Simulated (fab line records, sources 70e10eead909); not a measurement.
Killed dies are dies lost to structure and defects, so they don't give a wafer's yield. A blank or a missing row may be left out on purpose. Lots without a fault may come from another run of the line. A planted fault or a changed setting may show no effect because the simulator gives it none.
fab line records | flow nand_harc | part 2 of 2: steps 40 to 41 of 41
record lots=7 wafers=21 last_day=34
route steps=1302 shown A_CHANNEL_HOLE_D2@600 A_CHANNEL_FILL_D2@610 A_STAIRCASE@639 END@1301
lots that met no fault: from a run of the same line without faults
start_h: hours from the record's first day to the start of the lot's first wafer shown | wait_h: hours since the lot's step before | " the same as in the row above | L1.1+2: a row that stands for several wafers | - no value, or no start given | * or withheld: withheld | < > ~ a bound
route shown NAME@n: a module of which the file shows steps, and the number in the route of the first | usual: mean/standard deviation of fault-free wafers | same: alike in all rows | chamber/n: place in a boat | sites: the reading at each site | _std_site: their standard deviation | _edge_site: outer sites' mean less inner sites' | radius_mm: how far each site lies from the wafer's centre | mask NAME#n: copy n | behind: the tool/chamber that last shaped the wafer | hold: why the lot was held/for how many hours/how that ended | device: the transistor (n, p or np) that didn't switch | end of line: the same wafers' tests at the end of the route | a step without rows: its recipe alone | killed: dies lost to structure and defects at the first sort, not the wafer's yield | map: a wafer's dies, x killed, . not, _ none there
set.NAME: the setting as run; set.NAME@STEP: as run at that earlier step | model.NAME: the simulator's own value behind a step, which no gauge read
lots at some steps of the route; a table a step, a row a wafer
services: from which hour (start_h, from the record's first day; less than 0 if before it) a tool's chamber was out of use, for how many hours, and why
## steps
# step NHARC_END_WLT_00
# usual VT_DECK1_BOTTOM=0.869/0.0081 VT_DECK1_BOTTOM_INNER=0.871/0.0082 VT_DECK1_MEDIAN_NEAR_BOTTOM=0.871/0.008 VT_DECK1_MEDIAN_NEAR_BOTTOM_INNER=0.871/0.0079 VT_DECK1_MIDDLE=0.882/0.0074 VT_DECK1_MIDDLE_INNER=0.882/0.0073 VT_DECK1_TOP=0.892/0.0067 VT_DECK1_TOP_INNER=0.893/0.007 VT_DECK2_BOTTOM=0.871/0.0084 VT_DECK2_BOTTOM_INNER=0.871/0.0077 VT_DECK2_MEDIAN_NEAR_BOTTOM=0.871/0.0081 VT_DECK2_MEDIAN_NEAR_BOTTOM_INNER=0.873/0.0079 VT_DECK2_MIDDLE=0.884/0.0076 VT_DECK2_MIDDLE_INNER=0.884/0.0074 VT_DECK2_TOP=0.896/0.0071 VT_DECK2_TOP_INNER=0.896/0.0077
# columns lot.wafer tool chamber start_h wait_h hold VT_DECK1_BOTTOM VT_DECK1_BOTTOM_INNER VT_DECK1_MEDIAN_NEAR_BOTTOM VT_DECK1_MEDIAN_NEAR_BOTTOM_INNER VT_DECK1_MIDDLE VT_DECK1_MIDDLE_INNER VT_DECK1_TOP VT_DECK1_TOP_INNER VT_DECK2_BOTTOM VT_DECK2_BOTTOM_INNER VT_DECK2_MEDIAN_NEAR_BOTTOM VT_DECK2_MEDIAN_NEAR_BOTTOM_INNER VT_DECK2_MIDDLE VT_DECK2_MIDDLE_INNER VT_DECK2_TOP VT_DECK2_TOP_INNER
L726.2 prober-01 - 592.27 0.5 - 0.862 0.871 0.873 0.877 0.880 0.880 0.898 0.898 0.879 0.880 0.873 0.880 0.887 0.877 0.892 0.895
L726.3 " - " " - 0.871 0.879 0.879 0.880 0.888 0.885 0.892 0.890 0.873 0.870 0.873 0.878 0.886 0.882 0.895 0.906
L726.6 " - 594.25 2.5 - 0.882 0.877 0.885 0.878 0.887 0.880 0.893 0.889 0.880 0.873 0.882 0.875 0.883 0.883 0.899 0.895
L728.3 prober-01 - 604.07 1.0 - 0.866 0.873 0.865 0.864 0.889 0.887 0.894 0.895 0.872 0.871 0.869 0.869 0.888 0.880 0.898 0.899
L728.5 " - " " - 0.860 0.872 0.868 0.866 0.884 0.878 0.892 0.893 0.876 0.881 0.879 0.881 0.894 0.888 0.899 0.908
L728.6 " - " " - 0.872 0.878 0.885 0.878 0.881 0.885 0.893 0.901 0.884 0.874 0.879 0.878 0.896 0.881 0.895 0.900
L735.2 prober-02 - 681.47 0.6 await_dispo/0.2h/release 5.989 5.996 5.975 5.995 5.985 6.025 5.975 6.019 5.994 6.018 6.065 5.958 5.986 6.001 5.982 5.963
L735.4 " - 682.48 1.6 await_dispo/0.2h/release 5.947 5.979 5.988 5.989 5.976 6.004 6.041 6.007 6.024 6.044 5.959 6.002 5.941 6.029 6.004 5.991
L735.5 " - " " await_dispo/0.2h/release 6.078 5.992 6.040 5.995 6.027 5.969 5.981 5.954 6.008 6.021 5.959 5.949 5.981 5.952 6.027 6.023
L735.2 prober-02 - 689.25 7.3 - 6.052 6.047 5.998 6.040 5.994 6.036 6.015 6.064 6.021 5.971 6.027 6.072 5.970 5.980 6.015 6.001
L735.4 " - 690.27 7.3 - 5.997 6.024 6.059 5.987 6.048 5.998 5.969 5.972 6.022 5.966 5.991 5.985 6.020 6.018 6.027 6.056
L735.5 " - " " - 6.001 6.001 6.008 5.960 6.000 5.997 6.013 5.991 5.972 6.005 6.002 5.995 6.008 6.037 5.947 5.953
L736.2 prober-01 - 702.53 0.5 await_dispo/0.2h/release 6.008 5.984 6.004 5.938 5.972 6.002 6.013 6.005 5.984 5.971 5.996 6.011 6.036 5.987 6.017 5.987
L736.4 " - 703.54 1.6 await_dispo/0.2h/release 5.976 6.018 6.028 6.005 6.042 5.993 5.995 5.983 5.940 6.038 6.022 6.022 6.023 6.022 6.022 5.969
L736.6 " - 704.54 2.6 await_dispo/0.2h/release 5.949 5.995 5.938 5.973 6.002 5.926 6.010 5.952 6.015 6.016 5.985 6.015 6.007 6.020 6.023 5.905
L736.2 prober-01 - 710.34 7.3 - 5.952 5.992 6.004 6.032 6.014 6.004 6.015 6.009 5.974 6.012 6.048 5.911 6.023 6.004 6.014 5.982
L736.4 " - 711.35 7.3 - 6.021 6.019 6.006 5.986 5.977 5.973 5.985 5.986 6.000 6.039 6.011 6.045 6.036 5.986 6.021 5.975
L736.6 " - 712.36 7.3 - 6.018 5.974 5.983 5.949 6.048 6.004 5.997 6.005 5.965 5.990 5.979 5.982 5.982 5.981 5.976 6.009
L737.2 prober-02 - 702.54 0.6 await_dispo/0.2h/release 5.955 6.022 6.006 5.997 6.037 6.044 6.001 6.003 6.015 5.980 5.994 6.028 6.059 5.987 6.015 6.025
L737.5 " - 704.04 2.1 await_dispo/0.2h/release 5.968 5.986 6.007 5.992 6.065 6.011 5.981 6.008 6.012 6.006 6.005 5.985 5.984 5.979 5.983 6.009
L737.6 " - " " await_dispo/0.2h/release 5.995 6.027 6.030 5.996 5.974 5.969 5.999 6.034 6.013 5.962 6.024 5.985 6.031 6.000 6.047 5.956
L737.2 prober-02 - 710.28 7.2 - 5.952 5.985 5.991 6.032 6.032 5.982 5.963 6.007 5.972 6.065 5.973 6.032 6.003 5.975 5.997 6.026
L737.5 " - 711.77 7.2 - 5.984 6.061 6.020 6.006 5.988 5.951 5.985 6.012 5.997 5.987 5.962 6.012 5.959 5.956 5.978 6.010
L737.6 " - " " - 5.979 6.048 6.042 6.019 5.994 6.015 6.018 5.989 5.988 6.005 6.052 6.020 6.009 6.053 5.971 6.038
L742.1 prober-01 - 760.39 0.0 - 0.871 0.887 0.881 0.880 0.888 0.889 0.901 0.898 0.866 0.870 0.885 0.880 0.884 0.885 0.905 0.899
L742.2 " - " " - 0.873 0.870 0.864 0.873 0.886 0.885 0.895 0.903 0.874 0.868 0.862 0.869 0.879 0.881 0.901 0.904
L742.6 " - 762.88 2.5 - 0.862 0.872 0.883 0.872 0.890 0.878 0.900 0.891 0.879 0.882 0.873 0.872 0.897 0.889 0.897 0.896
L746.1 prober-02 - 799.56 0.1 - 0.876 0.874 0.869 0.872 0.882 0.879 0.888 0.886 0.865 0.869 0.873 0.870 0.885 0.890 0.903 0.902
L746.3 " - 800.57 1.1 - 0.871 0.870 0.867 0.869 0.872 0.879 0.892 0.884 0.891 0.877 0.892 0.882 0.895 0.890 0.901 0.897
L746.5 " - 801.57 2.1 - 0.868 0.872 0.871 0.882 0.880 0.883 0.898 0.891 0.876 0.871 0.875 0.878 0.889 0.884 0.901 0.903
# step NHARC_END_SORT_01
# recipe temp_c=25
# usual defect_limited_yield=90.5/2.4 killed_at_array=59/16 killed_at_other=0.7/1.1 killed_at_periphery=4/3 killed_dies=64/16 killed_open=3.4/1.8 killed_short=2.6/1.7
# same gross_dies=677
# columns lot.wafer tool chamber start_h wait_h defect_limited_yield[%] killed_at_array killed_at_other killed_at_periphery killed_dies killed_open killed_short
L726.2 prober-01 0 595.55 2.8 90.0 66 1 1 68 3 3
L726.3 prober-01 0 596.35 3.1 88.6 75 0 2 77 3 4
L726.6 prober-01 0 598.78 4.0 90.7 62 0 1 63 2 1
L728.3 prober-01 0 607.65 3.1 91.1 55 0 5 60 5 2
L728.5 prober-01 0 609.24 3.7 91.7 54 0 2 56 1 2
L728.6 prober-01 0 610.04 4.0 91.4 54 0 4 58 5 3
L742.1 prober-01 0 763.38 2.5 92.0 50 0 4 54 2 4
L742.2 prober-01 0 764.16 2.8 93.9 35 4 2 41 3 2
L742.6 prober-01 0 767.27 3.9 89.8 64 0 5 69 7 1
L746.1 prober-02 0 802.57 2.5 91.0 55 0 6 61 2 8
L746.3 prober-02 0 804.19 3.1 91.7 53 0 3 56 3 0
L746.5 prober-02 0 805.80 3.7 90.7 58 0 5 63 5 6
# killed by level:class
L726.2 A_CHANNEL_HOLE_D1:chamber_film_flake=31 A_SLIT:chamber_film_flake=10 A_CHANNEL_HOLE_D2:chamber_film_flake=5 A_CHANNEL_FILL_D2:chamber_film_flake=5 A_STAIRCASE:chamber_film_flake=4 A_CHANNEL_FILL_D1:geometric_particle:short=2 A_CONTACT:chamber_film_flake=2 P_CONTACT:geometric_particle:open=1
L726.3 A_CHANNEL_HOLE_D1:chamber_film_flake=33 A_SLIT:chamber_film_flake=21 A_CHANNEL_HOLE_D2:chamber_film_flake=7 A_CHANNEL_FILL_D2:chamber_film_flake=3 P_CONTACT:geometric_particle:short=2 A_STAIRCASE:chamber_film_flake=2 A_CONTACT:chamber_film_flake=2 A_ONON_D1:geometric_particle:short=1
L726.6 A_CHANNEL_HOLE_D1:chamber_film_flake=33 A_SLIT:chamber_film_flake=17 A_CHANNEL_HOLE_D2:chamber_film_flake=5 A_DECK1_JOINT:geometric_particle:open=2 A_CONTACT:chamber_film_flake=2 A_WL_FILL:geometric_particle:short=1 P_GATE:chamber_film_flake=1 A_STAIRCASE:chamber_film_flake=1
L728.3 A_CHANNEL_HOLE_D2:chamber_film_flake=37 A_CHANNEL_HOLE_D1:chamber_film_flake=5 A_CONTACT:chamber_film_flake=4 A_M0:chamber_film_flake=3 A_WL_FILL:geometric_particle:open=2 P_BONDPAD:chamber_film_flake=2 P_M1:geometric_particle:open=1 P_M2:geometric_particle:open=1
L728.5 A_CHANNEL_HOLE_D2:chamber_film_flake=35 A_CHANNEL_HOLE_D1:chamber_film_flake=5 A_CONTACT:chamber_film_flake=5 A_STAIRCASE:chamber_film_flake=3 A_CHANNEL_FILL_D1:chamber_film_flake=2 A_CHANNEL_FILL_D1:geometric_particle:short=1 A_CHANNEL_FILL_D2:geometric_particle:open=1 A_WL_FILL:geometric_particle:short=1
L728.6 A_CHANNEL_HOLE_D2:chamber_film_flake=35 A_CHANNEL_HOLE_D1:chamber_film_flake=5 A_CHANNEL_FILL_D2:geometric_particle:short=2 P_BONDPAD:chamber_film_flake=2 A_STAIRCASE:chamber_film_flake=2 A_CONTACT:chamber_film_flake=2 P_CONTACT:geometric_particle:open=1 A_CHANNEL_FILL_D1:chamber_film_flake=1
L742.1 A_SLIT:chamber_film_flake=25 A_CHANNEL_HOLE_D2:chamber_film_flake=12 A_CHANNEL_HOLE_D1:chamber_film_flake=6 P_ZERO_WELL:chamber_film_flake=2 P_M1:chamber_film_flake=2 A_CHANNEL_HOLE_D1:geometric_particle:short=1 A_CHANNEL_FILL_D1:geometric_particle:short=1 A_CHANNEL_FILL_D1:geometric_particle:open=1
L742.2 A_SLIT:chamber_film_flake=17 A_CHANNEL_HOLE_D1:chamber_film_flake=7 A_CHANNEL_HOLE_D2:chamber_film_flake=7 THIN_TSV:chamber_film_flake=3 A_SOURCE_PLATE:geometric_particle:short=1 A_CHANNEL_HOLE_D1:geometric_particle:open=1 A_WL_FILL:geometric_particle:short=1 A_BLC:geometric_particle:open=1
L742.6 A_CHANNEL_HOLE_D2:chamber_film_flake=22 A_SLIT:chamber_film_flake=19 A_CHANNEL_HOLE_D1:chamber_film_flake=11 P_M1:chamber_film_flake=4 A_STAIRCASE:chamber_film_flake=4 A_ONON_D1:geometric_particle:open=2 P_CONTACT:geometric_particle:open=1 A_ONON_D1:geometric_particle:short=1
L746.1 A_CHANNEL_HOLE_D1:chamber_film_flake=21 A_SLIT:chamber_film_flake=17 A_STAIRCASE:chamber_film_flake=5 P_CONTACT:geometric_particle:short=2 A_CHANNEL_HOLE_D2:geometric_particle:short=2 A_DECK1_JOINT:chamber_film_flake=2 A_CONTACT:chamber_film_flake=2 P_CONTACT:geometric_particle:open=1
L746.3 A_SLIT:chamber_film_flake=21 A_CHANNEL_HOLE_D1:chamber_film_flake=17 A_CHANNEL_HOLE_D2:chamber_film_flake=4 A_STAIRCASE:chamber_film_flake=3 A_CONTACT:chamber_film_flake=3 A_ONON_D2:geometric_particle:open=2 A_WL_FILL:chamber_film_flake=2 P_CONTACT:geometric_particle:open=1
L746.5 A_CHANNEL_HOLE_D1:chamber_film_flake=22 A_SLIT:chamber_film_flake=20 A_CONTACT:chamber_film_flake=3 A_WL_FILL:chamber_film_flake=3 P_GATE:geometric_particle:short=1 P_CONTACT:geometric_particle:open=1 P_M0:geometric_particle:short=1 A_ONON_D2:geometric_particle:short=1
## services
# columns tool chamber start_h hours kind
cmp-02 - 332.97 4.0 pm
rie_diel-07 - 337.48 1.4 repair
cmp-01 - 340.61 0.6 repair
rie_diel-13 - 342.14 9.0 pm
pecvd-03 1 348.42 4.6 repair
ald_hk-02 - 352.44 10.0 pm
pecvd-03 - 366.00 13.0 pm
cmp-01 - 372.65 3.7 repair
cmp-01 - 381.57 4.0 pm
rie_diel-07 2 400.84 7.9 repair
rie_diel-07 3 401.84 1.5 repair
rie_diel-07 0 402.21 5.4 repair
pecvd-03 - 412.51 0.6 repair
rie_diel-07 0 427.79 5.0 repair
pecvd-03 1 429.60 10.7 repair
ald_sin_batch-01 - 442.53 9.0 repair
rie_diel-07 - 471.20 9.0 pm
ald_hk-01 - 475.98 10.0 pm
cmp-01 - 479.57 4.0 pm
ald_sin_batch-01 - 509.09 26.0 pm
cmp-01 - 541.98 1.6 repair
pecvd-03 - 547.00 13.0 pm
cmp-01 - 577.57 4.0 pm
ald_hk-02 - 586.04 0.4 repair
## key
first_sign step=NHARC_A_CHANNEL_FILL_D2_ALD_02 reading=tool_record direction=missing
effect step=NHARC_END_WLT_00 reading=VT_DECK1_TOP direction=up sigmas=99+ usual=0.892 struck=6.000
met_at NHARC_A_CHANNEL_FILL_D2_ALD_02
struck_wafers L735.2,L735.4,L735.5,L736.2,L736.4,L736.6,L737.2,L737.5,L737.6
tester_left_out L735,L736,L737
onset_between 340.59 427.32
fault kind=skipped_step_whole tool=ald_hk-02 chamber=- onset_h=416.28 steps=NHARC_A_CHANNEL_FILL_D2_ALD_02 scope=struck_lots_only
# tester_left_out: of these lots the tester's yield and bins aren't shown, on N5 and GAA mostly nor the transistor test; their killed dies are dies lost to structure and defects alone, not to doping, threshold or leakage, so they don't give the yield
